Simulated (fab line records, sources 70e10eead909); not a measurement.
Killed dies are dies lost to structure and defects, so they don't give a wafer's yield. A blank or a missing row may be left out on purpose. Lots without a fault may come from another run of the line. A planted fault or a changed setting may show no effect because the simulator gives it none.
Which tool did it? | flow nand_harc | 14 lots, 40 wafers sampled, at 1 step of a route of 1302

WHAT THE GAUGES READ, wafer by wafer
NHARC_A_CONTACT_OVL_MEAS_43. Usual: overlay_x_nm 0.1 nm, standard deviation 0.73; overlay_y_nm -0.1 nm, standard deviation 0.74.
lot  | measured     | on         | overlay_x_nm (nm) | overlay_y_nm (nm) | flag
L236 | day 20 15:27 | overlay-01 | -0.6 0.0 -0.7     | -1.0 -0.9 -1.3    |
L237 | day 21 03:22 | overlay-01 | -1.0 -0.6 -0.3    | -0.5 0.0 -0.5     |
L242 | day 23 20:32 | overlay-02 | 0.5 -0.1          | 0.0 0.2           |
L246 | day 24 14:02 | overlay-01 | 0.4 1.1           | -0.5 0.2          |
L247 | day 24 23:08 | overlay-01 | 0.9 1.1 0.9       | 0.6 0.6 0.6       |
L249 | day 26 03:59 | overlay-01 | -0.5 -0.1 -0.8    | -0.5 -0.1 -0.2    |
L251 | day 26 19:40 | overlay-02 | -1.4 -1.2 -1.6    | 0.2 0.3 -0.5      |
L252 | day 27 00:25 | overlay-02 | 0.1 -0.1 0.4      | 0.5 0.5 0.3       |
L253 | day 27 15:56 | overlay-02 | 0.7 1.3 0.5       | -0.3 -0.8 -1.0    |
L254 | day 27 16:06 | overlay-01 | -0.2 0.2 0.1      | 0.6 0.2 0.8       |
L256 | day 29 00:36 | overlay-02 | 1.2 1.4 1.2       | 0.3 -0.1 0.1      |
L255 | day 29 01:21 | overlay-01 | 0.4 0.4 0.0       | 0.3 0.4 0.6       |
L258 | day 29 23:53 | overlay-02 | -0.1 0.6 0.5      | -1.7 -1.5 -1.4    |
L257 | day 30 04:38 | overlay-01 | -0.7 -0.1 0.2     | 0.1 -0.1 -0.2     |

WHICH TOOL RAN EACH LOT (tool, then ch and the chambers of the sampled wafers, then the start)
The record holds no process step before these readings.

WHAT THE TOOLS THEMSELVES READ (means of the sampled wafers that have a number; where no wafer has one, the mark that the record gives instead)
The record holds no such reading with a usual standard deviation.

THE ANSWER, worked out from the rows above alone
Rule: a lot is off if the mean of its wafers that have a number lies more than 3 standard deviations from the usual mean. A lot without any number at a reading at which 4 lots or more have one is off too. The other lots that the step has rows for count as sound. The gauges are gone through in route order, then the tools' own readings, and for those a lot's mean is taken as printed above. The first step at which some lot is off is used, and at that step the reading that is off furthest; a lot without a number counts as furthest.
No lot is off at any reading shown: from this, nothing can be told.

WHAT THE SIMULATOR HAD PUT IN
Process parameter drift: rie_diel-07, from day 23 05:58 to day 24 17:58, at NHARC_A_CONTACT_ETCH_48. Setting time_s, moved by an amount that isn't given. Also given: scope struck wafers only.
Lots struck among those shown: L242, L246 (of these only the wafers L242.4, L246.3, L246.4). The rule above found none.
